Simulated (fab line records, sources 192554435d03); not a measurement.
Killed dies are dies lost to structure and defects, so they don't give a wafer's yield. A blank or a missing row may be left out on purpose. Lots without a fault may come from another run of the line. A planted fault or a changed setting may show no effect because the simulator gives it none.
fab line records | flow n5_finfet | part 2 of 2: steps 5 to 6 of 6
record lots=24 wafers=72 last_day=18
route steps=1938 shown BEOL_M6@1232 BEOL_M7@1284
lots that met no fault: from a run of the same line without faults
start_h: hours from the record's first day to the start of the lot's first wafer shown | wait_h: hours since the lot's step before | " the same as in the row above | L1.1+2: a row that stands for several wafers | - no value, or no start given | * or withheld: withheld | < > ~ a bound
route shown NAME@n: a module of which the file shows steps, and the number in the route of the first | usual: mean/standard deviation of fault-free wafers | same: alike in all rows | chamber/n: place in a boat | sites: the reading at each site | _std_site: their standard deviation | _edge_site: outer sites' mean less inner sites' | radius_mm: how far each site lies from the wafer's centre | mask NAME#n: copy n | behind: the tool/chamber that last shaped the wafer | hold: why the lot was held/for how many hours/how that ended | device: the transistor (n, p or np) that didn't switch | end of line: the same wafers' tests at the end of the route | a step without rows: its recipe alone | killed: dies lost to structure and defects at the first sort, not the wafer's yield | map: a wafer's dies, x killed, . not, _ none there
set.NAME: the setting as run; set.NAME@STEP: as run at that earlier step | model.NAME: the simulator's own value behind a step, which no gauge read
steps of the route over a sample of lots; a table a step, a row a wafer
services: from which hour (start_h, from the record's first day; less than 0 if before it) a tool's chamber was out of use, for how many hours, and why
## steps
# step N5_BEOL_M6_RS_MEAS_57
# recipe thk_meas_gauge=four-point-probe reads=Cu_of_BEOL_M6_ECD_50+Co_of_BEOL_M6_CVD_78+TaN_of_BEOL_M6_ALD_77
# usual M6_RS=0.288/0.0082
# columns lot.wafer tool chamber start_h wait_h M6_RS[ohm/sq]
L074.3 film_metro-01 - 190.38 0.1 0.292
L074.4 " - " " 0.293
L074.5 " - " " 0.280
L075.1 film_metro-01 - 196.56 0.1 0.292
L075.3 " - " " 0.293
L075.6 " - " " 0.288
L076.1 film_metro-01 - 203.85 0.1 0.296
L076.3 " - " " 0.304
L076.4 " - " " 0.289
L079.1 film_metro-01 - 218.61 0.1 0.280
L079.4 " - " " 0.278
L079.6 " - " " 0.283
L077.1 film_metro-02 - 221.12 0.1 0.284
L077.3 " - " " 0.279
L077.6 " - " " 0.294
L078.1 film_metro-01 - 221.18 0.1 0.302
L078.4 " - " " 0.294
L078.5 " - " " 0.294
L080.1 film_metro-01 - 228.31 0.1 0.282
L080.3 " - " " 0.303
L080.5 " - " " 0.284
L081.1 film_metro-02 - 240.31 0.1 0.309
L081.2 " - " " 0.284
L081.5 " - " " 0.307
L082.1 film_metro-02 - 245.30 0.1 0.281
L082.5 " - " " 0.283
L082.6 " - " " 0.278
L083.4 film_metro-02 - 255.06 0.1 0.284
L083.5 " - " " 0.300
L083.6 " - " " 0.287
L084.2 film_metro-01 - 263.56 0.1 0.293
L084.4 " - " " 0.274
L084.5 " - " " 0.277
L086.1 film_metro-01 - 267.95 0.1 0.283
L086.2 " - " " 0.283
L086.3 " - " " 0.290
L085.2 film_metro-01 - 272.06 0.1 0.288
L085.4 " - " " 0.285
L085.6 " - " " 0.294
L087.1 film_metro-01 - 272.61 0.1 0.290
L087.2 " - " " 0.278
L087.6 " - " " 0.287
L088.1 film_metro-01 - 273.42 0.1 0.284
L088.4 " - " " 0.291
L088.6 " - " " 0.284
L090.3 film_metro-02 - 288.92 0.1 0.278
L090.4 " - " " 0.285
L090.5 " - " " 0.275
L089.2 film_metro-02 - 294.77 0.1 0.281
L089.3 " - " " 0.286
L089.5 " - " " 0.297
L091.2 film_metro-02 - 299.22 0.1 0.301
L091.4 " - " " 0.293
L091.6 " - " " 0.308
L092.2 film_metro-01 - 301.80 0.1 0.283
L092.3 " - " " 0.284
L092.5 " - " " 0.292
L093.1 film_metro-02 - 307.74 0.1 0.279
L093.4 " - " " 0.287
L093.6 " - " " 0.289
L094.1 film_metro-02 - 309.18 0.1 0.299
L094.3 " - " " 0.289
L094.4 " - " " 0.286
L095.2 film_metro-01 - 326.69 0.1 0.299
L095.3 " - " " 0.285
L095.4 " - " " 0.289
L096.3 film_metro-02 - 327.26 0.1 0.285
L096.4 " - " " 0.276
L096.5 " - " " 0.278
L097.2 film_metro-01 - 336.89 0.1 0.295
L097.3 " - " " 0.295
L097.4 " - " " 0.288
# step N5_BEOL_M7_HM_OPEN_17
# recipe chemistry=Cl2/BCl3 target_depth_a=200 overetch_a=60 target=TiN mask_material=SOC ion_energy_ev=150 pressure_mtorr=10 icp_w=1000 bias_w=126 Cl2_flow_sccm=53.25 bcl3_flow_sccm=21.75 Ar_flow_sccm=25
# usual bias_w=125.9/0.38 drypump_motor_current_A=5.81/0.29 oes_product_au=0.68/0.086 throttle_valve_pct=22.11/0.14
# columns lot.wafer tool chamber start_h wait_h bias_w drypump_motor_current_A oes_product_au rf_hours_counter_h throttle_valve_pct
L074.3 rie_metal-02 1 192.72 0.1 125.9 5.43 0.63 - 22.10
L074.4 " 0 " " 125.6 5.39 0.75 - 22.25
L074.5 " 0 " " 125.5 5.38 0.76 - 22.26
L075.1 rie_metal-01 1 199.29 0.0 125.3 6.37 0.65 48 22.05
L075.3 " 0 " " 126.0 5.73 0.80 - 22.01
L075.6 " 0 " " 126.0 5.74 0.81 - 22.01
L076.1 rie_metal-01 0 208.52 0.0 125.8 5.72 0.80 6 22.00
L076.3 " 1 " " 125.7 6.34 0.63 - 22.03
L076.4 " 0 " " 125.8 5.70 0.80 - 22.01
L079.1 rie_metal-01 1 221.78 0.0 126.0 6.34 0.63 51 22.04
L079.4 " 0 " " 126.2 5.73 0.80 - 22.02
L079.6 " 1 " " 125.3 6.32 0.63 - 22.06
L077.1 rie_metal-02 0 225.06 0.0 125.8 5.38 0.74 19 22.25
L077.3 " 1 " " 126.3 5.56 0.63 - 22.11
L077.6 " 1 " " 125.8 5.52 0.63 - 22.12
L078.1 rie_metal-03 0 225.63 0.0 126.0 5.97 0.59 81 21.93
L078.4 " 1 " " 125.8 5.80 0.54 - 22.48
L078.5 " 0 " " 126.3 5.98 0.60 - 21.93
L080.1 rie_metal-03 1 230.80 0.0 126.2 5.78 0.54 123 22.49
L080.3 " 1 " " 126.2 5.81 0.54 - 22.47
L080.5 " 1 " " 126.5 5.80 0.54 - 22.51
L081.1 rie_metal-01 0 243.93 0.0 125.5 5.74 0.79 10 22.01
L081.2 " 1 " " 126.1 6.36 0.63 54 22.05
L081.5 " 1 " " 126.2 6.33 0.63 - 22.06
L082.1 rie_metal-02 0 248.53 0.0 125.8 5.38 0.73 21 22.29
L082.5 " 1 " " 126.1 5.52 0.63 - 22.12
L082.6 " 0 " " 126.0 5.38 0.73 - 22.28
L083.4 rie_metal-02 0 257.35 0.1 125.8 5.38 0.72 - 22.26
L083.5 " 0 " " 125.9 5.40 0.73 - 22.28
L083.6 " 1 " " 126.1 5.48 0.62 - 22.13
L084.2 rie_metal-03 1 265.66 0.0 125.8 5.81 0.81 1 22.25
L084.4 " 0 " " 126.4 5.99 0.59 - 21.93
L084.5 " 0 " " 126.4 5.97 0.58 - 21.95
L086.1 rie_metal-03 1 270.19 0.0 126.3 5.83 0.79 2 22.26
L086.2 " 0 " " 125.9 5.99 0.59 86 21.95
L086.3 " 1 " " 126.2 5.82 0.81 - 22.25
L085.2 rie_metal-03 0 275.01 0.0 125.7 5.96 0.60 86 21.91
L085.4 " 0 " " 125.6 5.99 0.60 - 21.94
L085.6 " 0 " " 126.4 5.99 0.59 - 21.94
L087.1 rie_metal-02 0 275.55 0.0 125.0 5.39 0.72 23 22.29
L087.2 " 1 " " 125.8 5.54 0.61 59 22.15
L087.6 " 1 " " 126.0 5.52 0.61 - 22.13
L088.1 rie_metal-01 1 275.57 0.0 126.3 6.33 0.62 56 22.05
L088.4 " 0 " " 125.3 5.74 0.77 - 22.02
L088.6 " 0 " " 125.7 5.75 0.77 - 22.02
L090.3 rie_metal-03 0 293.26 0.1 126.3 5.96 0.57 - 21.96
L090.4 " 1 " " 126.3 5.82 0.78 - 22.25
L090.5 " 0 " " 126.6 5.98 0.57 - 21.94
L089.2 rie_metal-01 0 297.57 0.0 126.3 5.76 0.76 14 22.02
L089.3 " 1 " " 126.2 6.35 0.63 - 22.06
L089.5 " 1 " " 125.9 6.35 0.63 - 22.04
L091.2 rie_metal-01 1 301.34 0.0 125.8 6.33 0.63 59 22.05
L091.4 " 1 " " 125.6 6.34 0.62 - 22.07
L091.6 " 0 " " 125.4 5.74 0.75 - 22.03
L092.2 rie_metal-01 0 304.36 0.1 126.0 5.73 0.76 - 22.02
L092.3 " 0 " " 126.2 5.72 0.76 - 22.02
L092.5 " 0 " " 125.8 5.70 0.76 - 22.03
L093.1 rie_metal-01 0 310.59 0.0 126.1 5.76 0.75 17 22.03
L093.4 " 0 " " 126.0 5.75 0.76 - 22.03
L093.6 " 0 " " 126.4 5.73 0.75 - 22.04
L094.1 rie_metal-03 1 311.50 0.0 126.6 5.82 0.78 6 22.25
L094.3 " 0 " " 126.5 5.98 0.58 - 21.95
L094.4 " 1 " " 126.4 5.80 0.78 - 22.25
L095.2 rie_metal-03 1 329.69 0.0 125.5 5.82 0.77 7 22.26
L095.3 " 1 " " 125.5 5.80 0.76 - 22.25
L095.4 " 0 " " 125.9 6.00 0.58 - 21.96
L096.3 rie_metal-03 0 330.02 0.1 126.4 6.00 0.58 - 21.95
L096.4 " 1 " " 126.3 5.81 0.77 - 22.25
L096.5 " 1 " " 126.1 5.81 0.77 - 22.24
L097.2 rie_metal-02 1 339.11 0.0 125.1 5.46 0.60 65 22.15
L097.3 " 1 " " 125.6 5.46 0.60 - 22.14
L097.4 " 0 " " 125.5 5.38 0.70 - 22.30
## services
# columns tool chamber start_h hours kind
rie_diel-06 1 170.03 - clean
rie_diel-06 1 170.03 - consumable_replace:focus_ring
rie_diel-06 1 170.03 - consumable_replace:showerhead
rie_diel-06 1 170.03 12.2 scheduled_down
rie_diel-06 1 170.03 12.2 vent_cycle
rie_diel-06 0 200.31 15.8 repair
rie_diel-02 3 221.54 - clean
rie_diel-02 3 221.54 - consumable_replace:focus_ring
rie_metal-03 1 230.89 - clean
rie_metal-03 1 230.89 21.3 scheduled_down
rie_metal-03 1 230.89 21.3 vent_cycle
rtp_anneal-01 - 240.37 4.2 pm
rie_diel-06 0 247.37 - clean
rie_diel-06 0 247.37 - consumable_replace:focus_ring
rie_diel-06 0 247.37 23.0 scheduled_down
rie_diel-06 0 247.37 23.0 vent_cycle
rie_metal-01 1 302.94 43.3 repair
rie_diel-05 0 304.59 5.7 repair
rie_diel-06 3 310.47 18.0 repair
rie_diel-05 3 328.62 - clean
rie_diel-05 3 328.62 - consumable_replace:focus_ring
rie_diel-05 3 328.62 14.2 scheduled_down
rie_diel-05 3 328.62 14.2 vent_cycle
